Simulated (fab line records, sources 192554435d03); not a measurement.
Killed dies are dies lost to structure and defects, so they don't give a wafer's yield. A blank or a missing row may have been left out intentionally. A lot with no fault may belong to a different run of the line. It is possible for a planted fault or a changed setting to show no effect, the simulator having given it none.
Chamber matching / flow n5-finfet / cmp-04 running N5_BEOL_M5_CMP_52: 4 sister chambers
The step polishes, stops on SiCOH lowk, t overpolish 6.9 s, target thk 62 nm. 8 wafers are shown with their chamber, then 12 later ones without.

## WAFERS, EACH WITH ITS CHAMBER
wafer=L075.3; chamber=3; motor-current-A (A)=5.7; slurry-filter-dp-kPa (kPa)=13.51
wafer=L080.1; chamber=0; motor-current-A (A)=5.9; slurry-filter-dp-kPa (kPa)=13.52
wafer=L080.3; chamber=2; motor-current-A (A)=6.0; slurry-filter-dp-kPa (kPa)=13.33
wafer=L085.4; chamber=2; motor-current-A (A)=6.4; slurry-filter-dp-kPa (kPa)=13.78
wafer=L085.6; chamber=1; motor-current-A (A)=6.0; slurry-filter-dp-kPa (kPa)=13.34
wafer=L088.1; chamber=0; motor-current-A (A)=5.9; slurry-filter-dp-kPa (kPa)=13.83
wafer=L088.4; chamber=1; motor-current-A (A)=6.3; slurry-filter-dp-kPa (kPa)=13.67
wafer=L088.6; chamber=3; motor-current-A (A)=6.0; slurry-filter-dp-kPa (kPa)=13.39

## WAFERS WITHOUT THEIR CHAMBER
wafer=L089.2; motor-current-A (A)=6.5; slurry-filter-dp-kPa (kPa)=13.61
wafer=L089.3; motor-current-A (A)=5.7; slurry-filter-dp-kPa (kPa)=13.56
wafer=L089.5; motor-current-A (A)=5.7; slurry-filter-dp-kPa (kPa)=13.51
wafer=L091.2; motor-current-A (A)=6.6; slurry-filter-dp-kPa (kPa)=13.44
wafer=L091.4; motor-current-A (A)=6.2; slurry-filter-dp-kPa (kPa)=13.67
wafer=L091.6; motor-current-A (A)=5.9; slurry-filter-dp-kPa (kPa)=13.47
wafer=L095.2; motor-current-A (A)=5.6; slurry-filter-dp-kPa (kPa)=13.67
wafer=L095.3; motor-current-A (A)=6.6; slurry-filter-dp-kPa (kPa)=13.36
wafer=L095.4; motor-current-A (A)=5.9; slurry-filter-dp-kPa (kPa)=13.43
wafer=L096.3; motor-current-A (A)=6.3; slurry-filter-dp-kPa (kPa)=13.59
wafer=L096.4; motor-current-A (A)=6.4; slurry-filter-dp-kPa (kPa)=13.59
wafer=L096.5; motor-current-A (A)=6.1; slurry-filter-dp-kPa (kPa)=13.73

## THE CHAMBER EACH PASSED THROUGH
wafer=L089.2; from the rows above=can't be placed: 2 or 1 or 0 or 3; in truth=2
wafer=L089.3; from the rows above=can't be placed: 3 or 0 or 1 or 2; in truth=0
wafer=L089.5; from the rows above=can't be placed: 3 or 0 or 1 or 2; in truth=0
wafer=L091.2; from the rows above=can't be placed: 2 or 1 or 0 or 3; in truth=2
wafer=L091.4; from the rows above=can't be placed: 2 or 1 or 0 or 3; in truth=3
wafer=L091.6; from the rows above=can't be placed: 3 or 0 or 1 or 2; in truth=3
wafer=L095.2; from the rows above=can't be placed: 0 or 3 or 1 or 2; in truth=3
wafer=L095.3; from the rows above=can't be placed: 2 or 1 or 3 or 0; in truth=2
wafer=L095.4; from the rows above=can't be placed: 3 or 0 or 1 or 2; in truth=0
wafer=L096.3; from the rows above=can't be placed: 2 or 1 or 0 or 3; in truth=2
wafer=L096.4; from the rows above=can't be placed: 2 or 1 or 0 or 3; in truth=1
wafer=L096.5; from the rows above=can't be placed: 2 or 0 or 1 or 3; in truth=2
Correct placement for 0 of the 12. These rows do not allow placing 12 (true chamber among the candidates in 12). 0 placed wrongly.
How it was worked out, from the rows above alone: a wafer's distance from a chamber is the root of the sum, over the readings, of the square of ((its reading less the chamber's mean) divided by the reading's scatter). If the next closest chamber is less than 2 further off than the closest, the wafer can't be placed; otherwise it belongs to the closest. For every chamber, the mean is computed from those of its wafers that are shown. The scatter is the square root of a quotient: the sum, over the shown wafers, of each reading's squared deviation from its chamber's mean, divided by wafers minus chambers.
